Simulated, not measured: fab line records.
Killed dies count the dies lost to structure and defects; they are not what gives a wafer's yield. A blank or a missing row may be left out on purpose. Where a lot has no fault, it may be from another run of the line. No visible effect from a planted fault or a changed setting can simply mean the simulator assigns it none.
2 desks looking at one fault :: flow nandHarc :: what lay behind the numbers comes last; until then each desk has only its own

THE DEFECT DESK
What the inspections along the route counted, lot by lot: means of the sampled wafers that have a number. Any lot whose mean is over 4 standard deviations away from the usual mean is out of limits and marked OUT; that distance is given in the brackets.
Columns: A = rawDefectCount at NHARC_A_ZERO_WELL_INSPECT_17, usual 11; B = rawDefectCount at NHARC_A_SOURCE_PLATE_INSPECT_08, usual 59
lot: L934
first seen here: day 6 23:43
A: 11
B: 35

lot: L935
first seen here: day 7 04:43
A: 9
B: 63

lot: L945
first seen here: day 11 17:02
A: 289 (+52) OUT
B: 348 (+13) OUT

lot: L946
first seen here: day 11 19:38
A: 308 (+56) OUT
B: 353 (+13) OUT

lot: L947
first seen here: day 12 05:46
A: 11
B: 100

lot: L949
first seen here: day 12 20:29
A: 11
B: 46

lot: L950
first seen here: day 13 21:01
A: 18
B: 55

lot: L952
first seen here: day 14 16:07
A: 13
B: 60

lot: L953
first seen here: day 15 01:17
A: 19
B: 61

lot: L955
first seen here: day 15 10:58
A: 11
B: 60

lot: L954
first seen here: day 15 12:15
A: 12
B: 43
This desk's verdict: out of limits on L945, L946, starting with L945 at day 11 17:02 (rawDefectCount at NHARC_A_ZERO_WELL_INSPECT_17). Within limits: L934, L935, L947, L949, L950, L952, L953, L955, L954.

THE METROLOGY DESK
Means of the sampled wafers that have a number, per lot and without regard to the tool the lot ran on: this is what the gauges read. Any lot whose mean is over 4 standard deviations away from the usual mean is out of limits and marked OUT; that distance is given in the brackets.
Columns: A = thkNm at NHARC_A_ONON_D1_THK_MEAS_05, usual 1000 nm
lot: L934
first seen here: day 7 20:50
A: 984

lot: L935
first seen here: day 8 04:04
A: 993

lot: L945
first seen here: day 12 15:38
A: 1006

lot: L946
first seen here: day 12 15:46
A: 1012

lot: L947
first seen here: day 13 03:26
A: 990

lot: L949
first seen here: day 13 17:35
A: 1006

lot: L950
first seen here: day 14 18:28
A: 998

lot: L952
first seen here: day 15 13:17
A: 986

lot: L953
first seen here: day 16 00:52
A: 992

lot: L954
first seen here: day 16 08:27
A: 1006

lot: L955
first seen here: day 16 08:43
A: 1010
This desk found nothing out of limits on any of the 11 lots.

TAKEN TOGETHER
The defect desk could have raised an alarm at day 11 17:02, on L945, L946.
The metrology desk saw nothing out of limits.
The metrology desk holds a record of L945, L946, inside its limits.
On wetBench-04, each named lot ran NHARC_A_ZERO_WELL_STRIP_14.

WHAT THE SIMULATOR HAD PUT IN
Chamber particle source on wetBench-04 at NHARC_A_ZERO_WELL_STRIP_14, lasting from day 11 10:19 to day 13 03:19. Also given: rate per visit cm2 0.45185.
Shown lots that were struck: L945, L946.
Hours from the fault's start to each desk's first reading out of limits: the defect desk, 7.
